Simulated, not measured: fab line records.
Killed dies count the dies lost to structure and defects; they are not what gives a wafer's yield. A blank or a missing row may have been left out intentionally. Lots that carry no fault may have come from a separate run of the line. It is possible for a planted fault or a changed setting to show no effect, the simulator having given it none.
Matching of chambers || flow nandHarc || NHARC_P_GATE_ETCH_32 on rieSi-03 has 4 sister chambers
The step etches the open film in HBr/Cl2, target depth 150 nm, time 100.1 s. 8 wafers are shown with their chamber, then 8 later ones without.

## WAFERS WITH THEIR CHAMBER
{"wafer": "L077.3", "chamber": 2, "drypumpMotorCurrentA (A)": 5.77, "oesProductAu (a.u.)": 0.995}
{"wafer": "L077.5", "chamber": 1, "drypumpMotorCurrentA (A)": 6.23, "oesProductAu (a.u.)": 1.024}
{"wafer": "L079.2", "chamber": 0, "drypumpMotorCurrentA (A)": 6.03, "oesProductAu (a.u.)": 1.015}
{"wafer": "L079.6", "chamber": 3, "drypumpMotorCurrentA (A)": 5.99, "oesProductAu (a.u.)": 1.014}
{"wafer": "L081.2", "chamber": 2, "drypumpMotorCurrentA (A)": 5.81, "oesProductAu (a.u.)": 0.996}
{"wafer": "L081.3", "chamber": 1, "drypumpMotorCurrentA (A)": 6.23, "oesProductAu (a.u.)": 1.019}
{"wafer": "L081.5", "chamber": 3, "drypumpMotorCurrentA (A)": 6.02, "oesProductAu (a.u.)": 1.011}
{"wafer": "L086.3", "chamber": 0, "drypumpMotorCurrentA (A)": 6.02, "oesProductAu (a.u.)": 1.003}

## WAFERS WITH NO CHAMBER GIVEN
{"wafer": "L086.4", "drypumpMotorCurrentA (A)": 5.99, "oesProductAu (a.u.)": 0.989}
{"wafer": "L086.5", "drypumpMotorCurrentA (A)": 6.03, "oesProductAu (a.u.)": 1.001}
{"wafer": "L088.1", "drypumpMotorCurrentA (A)": 5.78, "oesProductAu (a.u.)": 1.027}
{"wafer": "L088.4", "drypumpMotorCurrentA (A)": 6.00, "oesProductAu (a.u.)": 0.995}
{"wafer": "L088.5", "drypumpMotorCurrentA (A)": 5.99, "oesProductAu (a.u.)": 0.995}
{"wafer": "L095.2", "drypumpMotorCurrentA (A)": 6.26, "oesProductAu (a.u.)": 0.996}
{"wafer": "L095.3", "drypumpMotorCurrentA (A)": 6.01, "oesProductAu (a.u.)": 1.012}
{"wafer": "L095.6", "drypumpMotorCurrentA (A)": 5.79, "oesProductAu (a.u.)": 1.028}

## WHICH CHAMBER EACH ONE RAN IN
{"wafer": "L086.4", "from the rows above": "can't be placed: 0 or 3", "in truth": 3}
{"wafer": "L086.5", "from the rows above": "can't be placed: 0 or 3", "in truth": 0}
{"wafer": "L088.1", "from the rows above": 2, "in truth": 2}
{"wafer": "L088.4", "from the rows above": "can't be placed: 0 or 3", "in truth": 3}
{"wafer": "L088.5", "from the rows above": "can't be placed: 0 or 3", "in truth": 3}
{"wafer": "L095.2", "from the rows above": 1, "in truth": 1}
{"wafer": "L095.3", "from the rows above": "can't be placed: 3 or 0", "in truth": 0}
{"wafer": "L095.6", "from the rows above": 2, "in truth": 2}
Correctly placed: 3 of 8. From these rows, 5 cannot be placed; in 5 the true chamber is one of the candidates. Number placed wrongly: 0.
How it was worked out, from the rows above alone: a wafer's distance from a chamber is the root of the sum, over the readings, of the square of ((its reading less the chamber's mean) divided by the reading's scatter). The wafer belongs to the nearest chamber; if the next one is less than 2 further off, it can't be placed. For every chamber, the mean is computed from those of its wafers that are shown. How the scatter is found: for the shown wafers, subtract from each reading the mean of its chamber, square and add these, divide the total by (wafers less chambers), then take the root.
